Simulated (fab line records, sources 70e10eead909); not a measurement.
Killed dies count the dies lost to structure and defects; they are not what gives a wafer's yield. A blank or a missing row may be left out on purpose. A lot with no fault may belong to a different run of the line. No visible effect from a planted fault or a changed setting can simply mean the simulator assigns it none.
fab line records	flow nand-harc
[record] lots = 11	wafers = 33	last-day = 32
route steps=1302 shown P_ZERO_WELL@26 P_STI@85 END@1302
lots that met no fault: taken from a fault-free run of the same line
start-h: start of the lot's first displayed wafer, in hours after the record's first day	wait-h: hours since the lot's step before	" repeats the value in the row above	L1.1+2: several wafers, shown together as one row	- value missing, or start not given	* or withheld: withheld	< > ~ a bound
route shown NAME@n: names a module that has steps shown in the file, with the first one's number in the route	usual: mean and standard deviation over wafers with no fault	same: alike in all rows	chamber/n: place in a boat	sites: the reading at each site	_std_site: how widely they spread, as a standard deviation	_edge_site: outer sites' mean less inner sites'	radius-mm: how far each site lies from the wafer's centre	mask NAME#n: copy n	behind: the tool/chamber that last shaped the wafer	hold: what put the lot on hold/how long, in hours/how the hold closed	device: whichever transistor did not switch (one of n, p or np)	end of line: tests of these same wafers at the route's end	step lacking rows: just its recipe	killed: the dies lost at the first sort to structure and to defects; this is not the yield of the wafer	map: the dies of a wafer, with x for killed, . for not killed, _ for no die there
set.NAME: setting as actually run; set.NAME@STEP: the setting as run at that earlier step	model.NAME: the simulator's own value behind a step, which no gauge read
a sample of lots followed through the steps of the route, with each step as a table and each wafer as a row
services: from which hour (start-h, from the record's first day; less than 0 if before it) a tool's chamber was out of use, for how many hours, and why
[[steps]]
[step NHARC_P_ZERO_WELL_EXPOSE_21]
[recipe] na = 0.6	target-cd-nm = 720	dose-mj = 22.31	mask-id = P_NWELL
[usual] exposure-dose-mJ-cm2 = 22.311/0.02
lot.wafer	tool	chamber	start-h	wait-h	mask	exposure-dose-mJ-cm2
L806.2	krf-scanner-03	0	32.43	-	P_NWELL#0	22.313
L806.3	"	0	"	"	P_NWELL#0	22.315
L806.5	"	0	"	"	P_NWELL#0	22.336
L807.3	krf-scanner-02	0	42.43	-	P_NWELL#0	22.328
L807.5	"	0	"	"	P_NWELL#0	22.354
L807.6	"	0	"	"	P_NWELL#0	22.307
L809.3	krf-scanner-04	0	62.45	-	P_NWELL#0	22.306
L809.4	"	0	"	"	P_NWELL#0	22.347
L809.5	"	0	"	"	P_NWELL#0	22.298
L810.2	krf-scanner-03	0	72.46	-	P_NWELL#0	22.296
L810.5	"	0	"	"	P_NWELL#0	22.296
L810.6	"	0	"	"	P_NWELL#0	22.319
L818.3	krf-scanner-03	0	152.33	-	P_NWELL#0	28.416
L818.4	"	0	"	"	P_NWELL#0	28.431
L818.6	"	0	"	"	P_NWELL#0	28.440
L819.2	krf-scanner-03	0	162.77	-	P_NWELL#0	28.442
L819.3	"	0	"	"	P_NWELL#0	28.465
L819.6	"	0	"	"	P_NWELL#0	28.410
L822.3	krf-scanner-02	0	192.31	-	P_NWELL#0	22.346
L822.4	"	0	"	"	P_NWELL#0	22.316
L822.5	"	0	"	"	P_NWELL#0	22.278
L823.3	krf-scanner-02	0	202.49	-	P_NWELL#0	22.332
L823.4	"	0	"	"	P_NWELL#0	22.331
L823.5	"	0	"	"	P_NWELL#0	22.332
L824.1	krf-scanner-04	0	212.48	-	P_NWELL#0	22.344
L824.5	"	0	"	"	P_NWELL#0	22.333
L824.6	"	0	"	"	P_NWELL#0	22.306
L825.1	krf-scanner-02	0	222.45	-	P_NWELL#0	22.331
L825.3	"	0	"	"	P_NWELL#0	22.338
L825.6	"	0	"	"	P_NWELL#0	22.327
L826.1	krf-scanner-02	0	232.36	-	P_NWELL#0	22.334
L826.4	"	0	"	"	P_NWELL#0	22.302
L826.5	"	0	"	"	P_NWELL#0	22.296
[step NHARC_P_ZERO_WELL_CD_MEAS_24]
[recipe] target-cd-nm = 720	landing-energy-ev = 500
[usual] cd-nm = 719.9/2
lot.wafer	tool	chamber	start-h	wait-h	cd-nm
L806.2	cd-sem-03	0	32.58	-	718.7
L806.3	"	0	"	"	717.6
L806.5	"	0	"	"	718.3
L807.3	cd-sem-01	0	42.58	-	721.1
L807.5	"	0	"	"	722.5
L807.6	"	0	"	"	723.8
L809.3	cd-sem-02	0	62.60	-	720.7
L809.4	"	0	"	"	720.9
L809.5	"	0	"	"	718.6
L810.2	cd-sem-01	0	72.61	-	720.6
L810.5	"	0	"	"	719.4
L810.6	"	0	"	"	720.1
L818.3	cd-sem-02	0	152.48	-	758.7
L818.4	"	0	"	"	760.4
L818.6	"	0	"	"	760.4
L819.2	cd-sem-01	0	162.93	-	762.4
L819.3	"	0	"	"	763.9
L819.6	"	0	"	"	763.3
L822.3	cd-sem-01	0	192.46	-	720.4
L822.4	"	0	"	"	720.1
L822.5	"	0	"	"	721.3
L823.3	cd-sem-03	0	202.64	-	721.2
L823.4	"	0	"	"	721.3
L823.5	"	0	"	"	723.4
L824.1	cd-sem-01	0	212.64	-	719.0
L824.5	"	0	"	"	717.9
L824.6	"	0	"	"	717.4
L825.1	cd-sem-01	0	222.60	-	721.3
L825.3	"	0	"	"	718.4
L825.6	"	0	"	"	720.3
L826.1	cd-sem-01	0	232.51	-	718.7
L826.4	"	0	"	"	719.5
L826.5	"	0	"	"	718.2
[step NHARC_P_ZERO_WELL_DESCUM_39]
[recipe] time-s = 3	o2-flow-sccm = 200	ar-flow-sccm = 0	bias-power-w = 0	chemistry = O2
[usual] drypump-motor-current-A = 5.9/0.41	o2-flow-sccm = 200.0/0.72	oes-product-au = 1.006/0.01	rf-vpp-V = 57.7/0.94	showerhead-plenum-p-Torr = 1.92/0.078	throttle-valve-pct = 11.311/0.0089
lot.wafer	tool	chamber	start-h	wait-h	drypump-motor-current-A	o2-flow-sccm	oes-product-au	rf-hours-counter-h	rf-vpp-V	showerhead-plenum-p-Torr	throttle-valve-pct
L806.3	rie-diel-07	1	34.37	-	6.3	199.5	0.997	30	57.0	1.96	11.309
L806.2	"	0	"	"	5.1	201.3	1.020	25	56.9	1.91	11.303
L806.5	"	1	"	"	6.3	199.3	0.988	-	58.5	1.96	11.325
L807.3	rie-diel-11	0	44.44	-	5.3	199.7	1.000	42	56.5	1.77	11.312
L807.6	"	3	"	"	6.3	199.3	1.006	-	58.5	2.01	11.303
L807.5	"	0	"	"	5.3	198.9	1.003	-	58.0	1.77	11.315
L809.3	rie-diel-11	1	64.41	-	6.4	200.2	1.013	49	58.8	1.99	11.313
L809.4	"	2	"	"	5.5	199.1	1.015	48	57.0	1.87	11.297
L809.5	"	3	"	"	6.3	199.8	1.014	-	58.6	2.00	11.305
L810.2	rie-diel-11	0	74.37	-	5.3	200.2	1.008	51	56.4	1.77	11.325
L810.6	"	1	"	"	6.4	199.8	1.008	-	58.7	1.99	11.315
L810.5	"	2	"	"	5.6	200.3	1.004	-	57.3	1.87	11.321
L818.4	rie-diel-10	3	154.29	-	6.1	199.1	1.031	27	60.1	1.97	11.310
L818.3	"	1	"	"	6.1	200.3	1.009	28	58.6	1.88	11.315
L818.6	"	2	"	"	5.5	200.4	1.021	-	57.9	1.80	11.308
L819.3	rie-diel-11	1	164.73	-	6.4	199.9	1.014	30	57.1	1.98	11.295
L819.2	"	3	"	"	6.3	200.9	1.024	25	57.2	1.99	11.311
L819.6	"	2	"	"	5.5	199.9	1.023	-	56.5	1.86	11.311
L822.3	rie-diel-11	0	194.13	-	5.3	200.9	1.007	41	58.4	2.06	11.304
L822.4	"	3	"	"	6.3	200.4	1.002	33	57.7	1.99	11.308
L822.5	"	0	"	"	5.3	200.5	1.003	-	59.2	2.06	11.319
L823.3	rie-diel-11	2	204.45	-	5.5	199.1	1.023	36	57.5	1.85	11.310
L823.4	"	3	"	"	6.3	200.4	1.009	35	57.9	1.99	11.308
L823.5	"	2	"	"	5.5	199.3	1.020	-	58.6	1.85	11.320
L824.1	rie-diel-11	2	214.48	-	5.5	200.6	1.010	42	57.0	1.85	11.303
L824.6	"	3	"	"	6.3	199.6	1.011	-	58.2	1.99	11.306
L824.5	"	0	"	"	5.3	199.9	0.997	-	57.6	2.06	11.323
L825.1	rie-diel-10	3	224.51	-	6.1	200.5	1.015	47	57.3	1.96	11.309
L825.3	"	1	"	"	6.1	200.6	1.007	50	56.5	1.88	11.294
L825.6	"	3	"	"	6.1	201.6	1.028	-	56.0	1.96	11.306
L826.1	rie-diel-10	3	234.33	-	6.1	199.7	1.016	50	58.1	1.96	11.304
L826.4	"	0	"	"	6.3	200.8	1.018	48	59.1	1.91	11.307
L826.5	"	0	"	"	6.3	200.6	1.012	-	56.5	1.91	11.301
[step NHARC_P_ZERO_WELL_DESCUM_54]
[recipe] time-s = 3	o2-flow-sccm = 200	ar-flow-sccm = 0	bias-power-w = 0	chemistry = O2
[usual] drypump-motor-current-A = 5.9/0.42	o2-flow-sccm = 200.0/0.55	oes-product-au = 1.004/0.011	rf-vpp-V = 57.7/0.82	showerhead-plenum-p-Torr = 1.90/0.065	throttle-valve-pct = 11.309/0.009
lot.wafer	tool	chamber	start-h	wait-h	drypump-motor-current-A	o2-flow-sccm	oes-product-au	rf-hours-counter-h	rf-vpp-V	showerhead-plenum-p-Torr	throttle-valve-pct
L806.2	rie-diel-10	2	36.04	-	5.5	199.5	1.012	37	56.2	1.81	11.301
L806.3	"	3	"	"	6.1	199.8	1.007	38	56.9	1.98	11.308
L806.5	"	0	"	"	6.3	200.4	0.999	-	57.5	1.93	11.294
L807.3	rie-diel-11	0	46.12	-	5.3	200.3	0.996	42	56.4	1.77	11.306
L807.5	"	1	"	"	6.4	200.3	1.004	-	57.1	1.99	11.321
L807.6	"	2	"	"	5.5	199.9	1.009	-	58.1	1.87	11.316
L809.3	rie-diel-10	1	65.91	-	6.1	200.1	0.997	49	57.9	1.89	11.311
L809.4	"	2	"	"	5.5	199.5	0.999	47	57.6	1.81	11.306
L809.5	"	0	"	"	6.3	199.4	1.011	-	60.0	1.92	11.308
L810.2	rie-diel-11	2	75.96	-	5.5	200.0	1.010	52	57.4	1.87	11.302
L810.5	"	2	"	"	5.5	200.1	1.015	-	57.8	1.87	11.311
L810.6	"	3	"	"	6.3	200.5	1.011	-	57.6	2.00	11.320
L818.3	rie-diel-07	2	155.78	-	5.8	199.8	0.978	7	58.1	1.81	11.296
L818.4	"	0	"	"	5.1	200.2	0.994	6	57.6	1.90	11.301
L818.6	"	2	"	"	5.8	199.3	0.979	-	57.2	1.81	11.313
L819.2	rie-diel-07	0	166.38	-	5.1	200.0	1.004	10	58.5	1.89	11.296
L819.3	"	1	"	"	6.3	199.0	0.986	11	58.3	1.94	11.305
L819.6	"	3	"	"	6.0	200.2	1.016	-	57.6	1.90	11.300
L822.3	rie-diel-07	3	195.77	-	6.0	200.0	1.010	21	57.5	1.90	11.307
L822.4	"	2	"	"	5.7	200.3	0.977	22	59.2	1.81	11.304
L822.5	"	3	"	"	6.0	200.6	1.017	-	58.9	1.90	11.316
L823.4	rie-diel-07	2	205.94	-	5.7	199.7	0.976	24	57.4	1.81	11.305
L823.3	"	0	"	"	5.1	200.3	0.997	21	57.5	1.89	11.312
L823.5	"	2	"	"	5.8	200.1	0.978	-	55.9	1.81	11.306
L824.1	rie-diel-10	3	216.16	-	6.2	200.5	1.018	44	58.0	1.96	11.320
L824.6	"	1	"	"	6.1	199.7	1.010	-	57.3	1.88	11.316
L824.5	"	2	"	"	5.5	200.2	1.021	-	58.1	1.79	11.314
L825.3	rie-diel-10	3	226.14	-	6.1	199.7	1.015	48	57.6	1.96	11.282
L825.1	"	0	"	"	6.3	200.8	1.001	47	58.6	1.91	11.330
L825.6	"	3	"	"	6.1	200.3	1.024	-	57.6	1.96	11.318
L826.4	rie-diel-07	1	235.99	-	6.3	199.5	0.985	30	58.8	1.94	11.322
L826.1	"	2	"	"	5.7	200.5	0.990	32	56.6	1.80	11.316
L826.5	"	0	"	"	5.1	200.8	1.016	-	57.9	1.89	11.300
[step NHARC_P_STI_INSPECT_11]
[usual] raw-defect-count = 5.2/2.3
lot.wafer	tool	chamber	start-h	wait-h	raw-defect-count
L806.2	defect-inspect-01	-	54.62	0.0	3
L806.3	"	-	"	"	6
L806.5	"	-	"	"	3
L807.3	defect-inspect-02	-	62.73	0.0	4
L807.5	"	-	"	"	4
L807.6	"	-	"	"	7
L809.3	defect-inspect-01	-	84.41	0.0	9
L809.4	"	-	"	"	8
L809.5	"	-	"	"	8
L810.2	defect-inspect-02	-	94.55	0.0	4
L810.5	"	-	"	"	7
L810.6	"	-	"	"	5
L818.3	defect-inspect-02	-	174.88	0.0	3
L818.4	"	-	"	"	11
L818.6	"	-	"	"	3
L819.2	defect-inspect-02	-	183.00	0.0	6
L819.3	"	-	"	"	5
L819.6	"	-	"	"	9
L822.3	defect-inspect-01	-	216.33	0.0	5
L822.4	"	-	"	"	4
L822.5	"	-	"	"	5
L823.3	defect-inspect-02	-	222.78	0.0	6
L823.4	"	-	"	"	1
L823.5	"	-	"	"	5
L824.1	defect-inspect-01	-	233.18	0.0	3
L824.5	"	-	"	"	1
L824.6	"	-	"	"	1
L825.1	defect-inspect-01	-	242.59	0.0	5
L825.3	"	-	"	"	3
L825.6	"	-	"	"	6
L826.1	defect-inspect-02	-	254.57	0.0	7
L826.4	"	-	"	"	3
L826.5	"	-	"	"	10
[step NHARC_END_SORT_01]
[recipe] temp-c = 25
[usual] killed-at-array = 53/20	killed-at-other = 1/1.2	killed-at-periphery = 3.7/2.6	killed-dies = 58/20	killed-open = 3.5/1.8	killed-short = 2.4/1.7
[same] gross-dies = 677
lot.wafer	tool	chamber	start-h	wait-h	killed-at-array	killed-at-other	killed-at-periphery	killed-dies	killed-open	killed-short
L818.3	prober-01	0	705.94	3.1	53	0	3	56	2	1
L818.4	prober-01	0	706.75	3.4	68	1	9	78	4	2
L818.6	prober-01	0	708.37	4.0	64	1	1	66	2	4
// killed by level:class
L818.3 A_CHANNEL_HOLE_D1:chamber-film-flake=32 A_CHANNEL_HOLE_D2:chamber-film-flake=9 A_SLIT:chamber-film-flake=5 A_CHANNEL_FILL_D1:chamber-film-flake=2 P_M0:geometric-particle:open=1 A_CHANNEL_FILL_D1:geometric-particle:open=1 A_WL_FILL:geometric-particle:short=1 P_CONTACT:chamber-film-flake=1
L818.4 A_CHANNEL_HOLE_D1:chamber-film-flake=32 A_CHANNEL_HOLE_D2:chamber-film-flake=22 A_SLIT:chamber-film-flake=7 P_ZERO_WELL:chamber-film-flake=3 A_CHANNEL_FILL_D1:geometric-particle:open=2 P_GATE:chamber-film-flake=2 P_CONTACT:geometric-particle:open=1 P_M0:geometric-particle:open=1
L818.6 A_CHANNEL_HOLE_D1:chamber-film-flake=32 A_CHANNEL_HOLE_D2:chamber-film-flake=18 A_SLIT:chamber-film-flake=6 P_CONTACT:geometric-particle:short=1 A_SOURCE_PLATE:geometric-particle:open=1 A_CHANNEL_FILL_D1:geometric-particle:short=1 A_DECK1_JOINT:geometric-particle:short=1 A_ONON_D2:geometric-particle:open=1
[[services]]
tool	chamber	start-h	hours	kind
rie-diel-10	3	9.03	1.5	repair
krf-scanner-04	-	10.00	4.0	pm
rie-diel-11	0	12.89	-	clean
rie-diel-11	1	12.89	-	clean
rie-diel-11	2	12.89	-	clean
rie-diel-11	3	12.89	-	clean
rie-diel-11	0	37.39	-	clean
rie-diel-11	1	37.39	-	clean
krf-scanner-03	-	52.00	4.0	pm
krf-scanner-04	-	52.65	6.1	repair
rie-diel-10	-	71.53	9.0	pm
rie-diel-11	-	79.93	9.0	pm
krf-scanner-04	-	80.15	4.2	repair
krf-scanner-02	-	94.00	4.0	pm
krf-scanner-03	-	107.34	0.8	repair
krf-scanner-02	-	112.61	0.4	repair
rie-diel-11	-	117.97	0.4	repair
rie-diel-07	-	118.04	9.0	pm
krf-scanner-03	-	175.77	4.2	repair
krf-scanner-04	-	182.00	4.0	pm
rie-diel-10	-	186.86	0.5	repair
krf-scanner-04	-	216.87	0.7	repair
rie-diel-07	1	221.90	10.4	repair
krf-scanner-03	-	224.00	4.0	pm
[[key]]
[first-sign] step = NHARC_P_ZERO_WELL_EXPOSE_21	reading = exposure-dose-mJ-cm2	direction = up	sigmas = 99+	usual = 22.311	struck = 28.434
[effect] step = NHARC_P_ZERO_WELL_CD_MEAS_24	reading = cd-nm	direction = up	sigmas = 21	usual = 719.9	struck = 761.5
met-at NHARC_P_ZERO_WELL_EXPOSE_21
struck-lots L818,L819
tester-left-out L818,L819
not-acting-at NHARC_P_ZERO_WELL_DESCUM_39,NHARC_P_ZERO_WELL_DESCUM_54,NHARC_P_STI_INSPECT_11
onset-between 72.46 152.33
[fault] kind = process-parameter-drift	tool = krf-scanner-03	chamber = -	onset-h = 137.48	steps = NHARC_P_ZERO_WELL_EXPOSE_21	channel = dose-mj	offset = 6.1277	shape = step	acts-in = these-recipes-only	stated = 22.31
// tester-left-out: of these lots the tester's yield and bins aren't shown, on N5 and GAA mostly nor the transistor test; their killed dies are dies lost to structure and defects alone, not to doping, threshold or leakage, so they don't give the yield
